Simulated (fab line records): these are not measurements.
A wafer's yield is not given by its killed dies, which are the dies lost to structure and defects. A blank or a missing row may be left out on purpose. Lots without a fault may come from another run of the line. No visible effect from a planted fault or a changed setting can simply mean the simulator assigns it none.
Struck lot and sound lot, side by side || flow nand-harc || 12 out of 1302 route steps
Sound: wafers L991.1, L991.3, L991.4. Struck: wafer L998.6; the same lot's L998.3 was not struck, so it is left out; see the end for the cause.
For every step that has rows: the tool of each side, followed by ch and its chambers, followed by its first start. Under that, the readings that differ: sound wafers || struck wafers || difference of the means || sigmas: that difference in standard deviations of wafers without a fault.
alike: readings with means less than 2 such deviations apart, plus words and numbers identical on both sides. not compared: withheld readings, readings lacking a value on some wafer, bounds such as >300 that could conceal the same value, and numbers that have no deviation in the record and whose values overlap.
The two part at a step that has a row with sigmas, a row that says differs or no value, or rows on one side only. Non-overlapping numbers with no deviation appear without sigmas and do not part them. Lack of a reading on every wafer of one side parts them only where that side has two or more wafers.

NHARC_A_SLIT_ETCH_29: etches the open film in CF4/O2, target depth 100 nm, overetch 10 nm, time 55 s.
  sound on rie-diel-08 ch 0,2,3, day 20 13:17; struck on rie-diel-01 ch 0, day 23 23:15
  alike: drypump-motor-current-A, oes-product-au, rf-vpp-V, showerhead-plenum-p-Torr, throttle-valve-pct
  not compared: rf-hours-counter-h
NHARC_A_SLIT_STRIP_18: strips in O2.
  sound: rie-diel-08 ch 1,2,3; struck: rie-diel-01 ch 0
  alike: drypump-motor-current-A, oes-product-au, rf-vpp-V, showerhead-plenum-p-Torr, throttle-valve-pct
  not compared: rf-hours-counter-h
then, 2 steps without rows for these wafers: NHARC_A_SLIT_PRECLEAN_19 (cleans in SC1); NHARC_A_SLIT_SRD_20.
NHARC_A_SLIT_CD_MEAS_21:
  sound on cd-sem-01, day 20 13:50; struck on cd-sem-02, day 23 23:49
  alike: cd-nm
then, 3 steps without rows for these wafers: NHARC_A_SIN_REMOVE_WET_00 (chemistry H3PO4, time 15300 s); NHARC_A_SIN_REMOVE_PRECLEAN_01 (cleans in SC1); NHARC_A_SIN_REMOVE_SRD_02.
NHARC_A_SIN_REMOVE_INSPECT_04:
  sound on defect-inspect-01, day 20 20:29; struck on defect-inspect-02, day 24 06:25
  alike: raw-defect-count
NHARC_A_WL_FILL_ALD_00: deposits Al2O3, target thk 3 nm, pulse time 3 s, ald cycles 30.
  sound on ald-hk-03 ch 0,1,3, day 20 20:37; struck on ald-hk-03 ch 2, day 24 06:33
  alike: heater-power-w, precursor-pulse-height-rel
  not compared: ald-cycles
NHARC_A_WL_FILL_RTA_01: time 5 s.
  sound on rtp-anneal-01 ch 0, day 20 20:52; struck on rtp-anneal-02 ch 0, day 24 06:48
{"reading": "lamp-power-pct (%)", "sound": "30.9 30.9 31.0", "struck": 29.5, "difference": -1.4, "sigmas": -2}
  alike: wafer_temp_C_max
NHARC_A_WL_FILL_ALD_02: deposits TiN, target thk 2 nm, pulse time 3 s, ald cycles 100.
  sound on ald-metal-01 ch 0,1,3, day 20 21:04; struck on ald-metal-01 ch 2, day 24 07:02
{"reading": "ald-cycles", "sound": "100 100 100", "struck": 80, "difference": -20, "sigmas": ""}
{"reading": "heater-power-w (W)", "sound": "1185 1086 1260", "struck": 886, "difference": -291, "sigmas": -3}
  alike: precursor-pulse-height-rel

== WHERE THEY PART ==
At NHARC_A_WL_FILL_RTA_01 first; at NHARC_A_WL_FILL_ALD_02 last (within this record only).

WHY: the cause the simulator had injected
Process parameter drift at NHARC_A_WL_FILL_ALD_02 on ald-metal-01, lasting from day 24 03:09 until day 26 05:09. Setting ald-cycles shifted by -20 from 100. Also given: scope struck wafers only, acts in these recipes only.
